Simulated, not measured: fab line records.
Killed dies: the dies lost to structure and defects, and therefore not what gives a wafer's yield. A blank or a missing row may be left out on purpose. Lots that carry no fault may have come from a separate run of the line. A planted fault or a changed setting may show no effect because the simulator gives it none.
2 desks looking at one fault ; flow n5_finfet ; each desk holds nothing but its own numbers, with what lay behind them at the end

== AT THE TOOL OWNER'S DESK: litho_track-03 ==
The tool's own readings at N5_BEOL_M0_SAQP_COAT_105 (time 60 s, resist thk 100 nm): means of the sampled wafers that have a number, for each lot that ran on this tool. The brackets show how far a lot's mean lies from the usual mean; more than 4 standard deviations puts the lot out of limits, marked OUT.
Columns: A = plate_temp_C at N5_BEOL_M0_SAQP_COAT_105, usual 250.00 C; B = spin_speed_rpm at N5_BEOL_M0_SAQP_COAT_105, usual 1500.0 rpm
lot;first seen here;A;B
L703;day 5 13:49;249.91;1501.4
L711;day 7 20:35;250.12;1499.4
L713;day 8 12:23;250.11;1828.0 (+99 or more) OUT
L716;day 9 08:29;249.97;1827.9 (+99 or more) OUT
Finding of this desk: L713, L716 out of limits; the first was L713 at day 8 12:23, on spin_speed_rpm at N5_BEOL_M0_SAQP_COAT_105. L703, L711: within limits.

== METROLOGY DESK ==
What the gauges read, lot by lot, whatever tool the lot ran on: means of the sampled wafers that have a number. The brackets show how far a lot's mean lies from the usual mean; more than 4 standard deviations puts the lot out of limits, marked OUT. It has 10 readings; the 7 that lie furthest out on some lot are the ones shown.
Columns: A = DIBL_N at N5_BEOL_M4_RC_MEAS_101, usual 35.3 mV/V; B = DIBL_P at N5_BEOL_M4_RC_MEAS_101, usual 35 mV/V; C = IOFF_N at N5_BEOL_M4_RC_MEAS_101, usual 0.15 nA/um; D = IOFF_P at N5_BEOL_M4_RC_MEAS_101, usual 0.20 nA/um; E = ION_N at N5_BEOL_M4_RC_MEAS_101, usual 673 uA/um; F = ION_P at N5_BEOL_M4_RC_MEAS_101, usual 462 uA/um; G = SS_P at N5_BEOL_M4_RC_MEAS_101, usual 73.0 mV/dec
lot;first seen here;A;B;C;D;E;F;G
L703;day 8 12:38;32.9;32;0.12;0.17;668;462;72.2
L706;day 9 05:55;38.8;41;0.24;0.31;708;486;75.1
L708;day 9 06:55;33.8;34;0.11;0.15;658;452;73.0
L710;day 10 03:44;35.8;36;0.15;0.21;678;469;72.6
L711;day 10 08:30;37.0;37;0.17;0.21;686;464;73.4
L713;day 11 02:05;37.6;37;0.18;0.24;676;458;73.4
L716;day 12 03:50;36.7;38;0.19;0.23;691;472;73.4
L723;day 13 04:11;33.8;33;0.11;0.15;676;464;71.6
L725;day 13 09:18;30.8;30;0.09;0.11;653;449;72.3
L726;day 14 06:27;35.8;34;0.12;0.16;653;448;73.5
This desk's verdict: no lot among the 10 shows anything out of limits.

== PUT TOGETHER ==
An alarm could have come from the tool owner's desk at day 8 12:23, on L713, L716.
Metrology desk: nothing out of limits seen.
The metrology desk has L713, L716 on record, within its limits.
All the named lots went through N5_BEOL_M0_SAQP_COAT_105 on litho_track-03.

== WHAT THE SIMULATOR PUT IN ==
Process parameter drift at N5_BEOL_M0_SAQP_COAT_105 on litho_track-03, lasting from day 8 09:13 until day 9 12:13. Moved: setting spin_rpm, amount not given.
Struck lots among those shown: L713, L716.
Delay in hours, fault start to first out-of-limits reading, by desk: the tool owner's desk at 3.
